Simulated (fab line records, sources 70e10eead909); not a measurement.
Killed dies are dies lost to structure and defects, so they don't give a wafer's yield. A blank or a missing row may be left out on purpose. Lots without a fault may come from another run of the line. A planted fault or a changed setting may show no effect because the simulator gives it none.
Which tool did it? | flow nand_harc | 14 lots, 42 wafers sampled, at 4 steps of a route of 1302

WHAT THE GAUGES READ, wafer by wafer
NHARC_THIN_TSV_CD_MEAS_12: target cd 1000 nm. Usual: cd_nm 1000.1 nm, standard deviation 1.2.
lot  | measured     | on        | cd_nm (nm)           | flag
L253 | day 23 19:43 | cd_sem-03 | 1000.1 999.2 999.1   |
L254 | day 24 03:26 | cd_sem-02 | 1001.0 1003.8 1002.3 |
L255 | day 24 02:21 | cd_sem-02 | 1000.3 1000.7 1001.6 |
L256 | day 25 05:52 | cd_sem-03 | 1000.7 1000.2 1000.7 |
L260 | day 26 14:27 | cd_sem-01 | 1001.0 998.7 1000.2  |
L261 | day 26 15:32 | cd_sem-03 | 1000.5 1000.6 1001.4 |
L268 | day 29 17:37 | cd_sem-03 | 997.5 1000.7 998.6   |
L269 | day 30 13:45 | cd_sem-03 | 1002.5 1000.7 1001.4 |
L270 | day 31 04:53 | cd_sem-02 | 1000.0 999.0 1001.3  |
L271 | day 31 09:05 | cd_sem-01 | 1000.1 1000.0 999.9  |
L272 | day 31 07:14 | cd_sem-01 | 1001.9 1000.1 999.1  |
L273 | day 32 02:57 | cd_sem-01 | 1001.7 1001.9 1000.3 |
L274 | day 32 19:11 | cd_sem-03 | 1002.2 1001.4 1000.0 |
L275 | day 34 15:30 | cd_sem-01 | 997.4 999.4 998.5    |

NHARC_END_SORT_01. Usual: killed_at_array 52, standard deviation 19; killed_at_other 0.8, standard deviation 1; killed_at_periphery 3.7, standard deviation 2.5; killed_dies 56, standard deviation 19; killed_open 3.5, standard deviation 2; killed_short 2.2, standard deviation 1.4.
lot  | measured     | on        | killed_at_array | killed_at_other | killed_at_periphery | killed_dies | killed_open | killed_short | flag
L260 | day 27 06:37 | prober-01 | 155 163 120     | 1 0 0           | 2 4 3               | 158 167 123 | 1 4 3       | 3 3 2        | OFF
L261 | day 27 06:38 | prober-02 | 125 120 137     | 1 0 1           | 3 3 3               | 129 123 141 | 6 5 4       | 2 4 1        | OFF

WHICH TOOL RAN EACH LOT (tool, then ch and the chambers of the sampled wafers, then the start)
lot  | NHARC_A_CHANNEL_FILL_D1_ALD_15      | NHARC_A_BONDPAD_ETCH_12
L253 | ald_sin_batch-02 ch 0, day 9 09:57  | rie_diel-07 ch 0,1, day 23 19:43 or earlier
L254 | ald_sin_batch-01 ch 0, day 9 23:02  | rie_diel-07 ch 2,3, day 24 03:26 or earlier
L255 | ald_sin_batch-01 ch 0, day 9 23:02  | rie_diel-07 ch 0,1,3, day 24 02:21 or earlier
L256 | ald_sin_batch-02 ch 0, day 10 09:50 | rie_diel-07 ch 1,2,3, day 25 05:52 or earlier
L260 | ald_sin_batch-01 ch 0, day 12 12:21 | rie_diel-07 ch 0,1,3, day 26 14:27 or earlier
L261 | ald_sin_batch-01 ch 0, day 12 15:44 | rie_diel-07 ch 0,2,3, day 26 15:32 or earlier
L268 | ald_sin_batch-02 ch 0, day 15 12:16 | rie_diel-07 ch 0,1,2, day 29 17:37 or earlier
L269 | ald_sin_batch-01 ch 0, day 16 02:15 | rie_diel-08 ch 2,3, day 30 13:45 or earlier
L270 | ald_sin_batch-01 ch 0, day 16 12:20 | rie_diel-08 ch 1,2,3, day 31 04:53 or earlier
L271 | ald_sin_batch-01 ch 0, day 16 12:20 | rie_diel-08 ch 1,2,3, day 31 09:05 or earlier
L272 | ald_sin_batch-01 ch 0, day 17 00:17 | rie_diel-07 ch 0,1, day 31 07:14 or earlier
L273 | ald_sin_batch-02 ch 0, day 17 21:54 | rie_diel-07 ch 0,1,3, day 32 02:57 or earlier
L274 | ald_sin_batch-02 ch 0, day 18 07:06 | rie_diel-07 ch 0,3, day 32 19:11 or earlier
L275 | ald_sin_batch-03 ch 0, day 18 19:17 | rie_diel-07 ch 0,2,3, day 34 15:30 or earlier
- NHARC_A_CHANNEL_FILL_D1_ALD_15: deposits SiNx, target thk 2 nm, pulse time 60 s, ald cycles 19.
- NHARC_A_BONDPAD_ETCH_12: etches the open film in CHF3/O2, target depth 220 nm, time 110 s.

WHAT THE TOOLS THEMSELVES READ (means of the sampled wafers that have a number; where no wafer has one, the mark that the record gives instead)
NHARC_A_CHANNEL_FILL_D1_ALD_15. Usual: chamber_pressure_Torr 1.999 Torr, standard deviation 0.0047; precursor_pulse_height_rel 0.999, standard deviation 0.018.
lot  | tool             | chamber_pressure_Torr (Torr) | precursor_pulse_height_rel | flag
L253 | ald_sin_batch-02 | 2.005                        | 1.029                      |
L254 | ald_sin_batch-01 | 2.001                        | 1.010                      |
L255 | ald_sin_batch-01 | 2.003                        | 1.009                      |
L256 | ald_sin_batch-02 | 1.998                        | 0.998                      |
L260 | ald_sin_batch-01 | 1.995                        | 0.980                      |
L261 | ald_sin_batch-01 | 1.997                        | 1.004                      |
L268 | ald_sin_batch-02 | 1.999                        | 0.987                      |
L269 | ald_sin_batch-01 | 1.999                        | 0.988                      |
L270 | ald_sin_batch-01 | 2.005                        | 1.002                      |
L271 | ald_sin_batch-01 | 1.998                        | 0.999                      |
L272 | ald_sin_batch-01 | 1.995                        | 1.003                      |
L273 | ald_sin_batch-02 | 1.993                        | 1.002                      |
L274 | ald_sin_batch-02 | 2.005                        | 1.000                      |
L275 | ald_sin_batch-03 | 2.006                        | 0.988                      |

NHARC_A_BONDPAD_ETCH_12. Usual: drypump_motor_current_A 5.9 A, standard deviation 0.5; oes_product_au 0.944 a.u., standard deviation 0.022; rf_vpp_V 370.6 V, standard deviation 2.1; showerhead_plenum_p_Torr 2.41 Torr, standard deviation 0.092; throttle_valve_pct 20.573 %, standard deviation 0.0097.
lot  | tool        | drypump_motor_current_A (A) | oes_product_au (a.u.) | rf_vpp_V (V) | showerhead_plenum_p_Torr (Torr) | throttle_valve_pct (%) | flag
L253 | rie_diel-07 | 5.9                         | 0.942                 | 371.1        | 2.45                            | 20.573                 |
L254 | rie_diel-07 | 6.0                         | 0.919                 | 369.6        | 2.38                            | 20.582                 |
L255 | rie_diel-07 | 6.2                         | 0.967                 | 371.0        | 2.40                            | 20.569                 |
L256 | rie_diel-07 | 5.8                         | 0.929                 | 371.1        | 2.44                            | 20.576                 |
L260 | rie_diel-07 | 6.1                         | 0.972                 | 370.4        | 2.40                            | 20.580                 |
L261 | rie_diel-07 | 5.9                         | 0.968                 | 369.7        | 2.36                            | 20.572                 |
L268 | rie_diel-07 | 5.6                         | 0.964                 | 371.5        | 2.41                            | 20.571                 |
L269 | rie_diel-08 | 5.7                         | 0.925                 | 373.7        | 2.50                            | 20.574                 |
L270 | rie_diel-08 | 5.8                         | 0.924                 | 371.4        | 2.43                            | 20.571                 |
L271 | rie_diel-08 | 5.9                         | 0.925                 | 370.9        | 2.43                            | 20.565                 |
L272 | rie_diel-07 | 5.9                         | 0.953                 | 372.0        | 2.45                            | 20.573                 |
L273 | rie_diel-07 | 6.1                         | 0.927                 | 371.0        | 2.39                            | 20.568                 |
L274 | rie_diel-07 | 6.2                         | 0.924                 | 368.5        | 2.32                            | 20.583                 |
L275 | rie_diel-07 | 5.9                         | 0.962                 | 369.5        | 2.36                            | 20.568                 |

THE ANSWER, worked out from the rows above alone
Rule: a lot is off if the mean of its wafers that have a number lies more than 3 standard deviations from the usual mean. A lot without any number at a reading at which 4 lots or more have one is off too. The other lots that the step has rows for count as sound. The gauges are gone through in route order, then the tools' own readings, and for those a lot's mean is taken as printed above. The first step at which some lot is off is used, and at that step the reading that is off furthest; a lot without a number counts as furthest.
Off: L260, L261, at NHARC_END_SORT_01 (killed_at_array). Neither off nor sound, because the step has no rows for them: L253, L254, L255, L256, L268, L269, L270, L271, L272, L273, L274, L275.
A tool fits if, at a process step before that reading, it ran every lot that is off, and no sound lot after the first of them. The gauges at NHARC_END_SORT_01 are tried like those tools. NHARC_A_BONDPAD_ETCH_12 gives no start for some lots, so the hours and the order of its lots are those of NHARC_THIN_TSV_CD_MEAS_12. Can't be told from this: 2 tools fit, ald_sin_batch-01 at NHARC_A_CHANNEL_FILL_D1_ALD_15, rie_diel-07 at NHARC_A_BONDPAD_ETCH_12.

WHAT THE SIMULATOR HAD PUT IN
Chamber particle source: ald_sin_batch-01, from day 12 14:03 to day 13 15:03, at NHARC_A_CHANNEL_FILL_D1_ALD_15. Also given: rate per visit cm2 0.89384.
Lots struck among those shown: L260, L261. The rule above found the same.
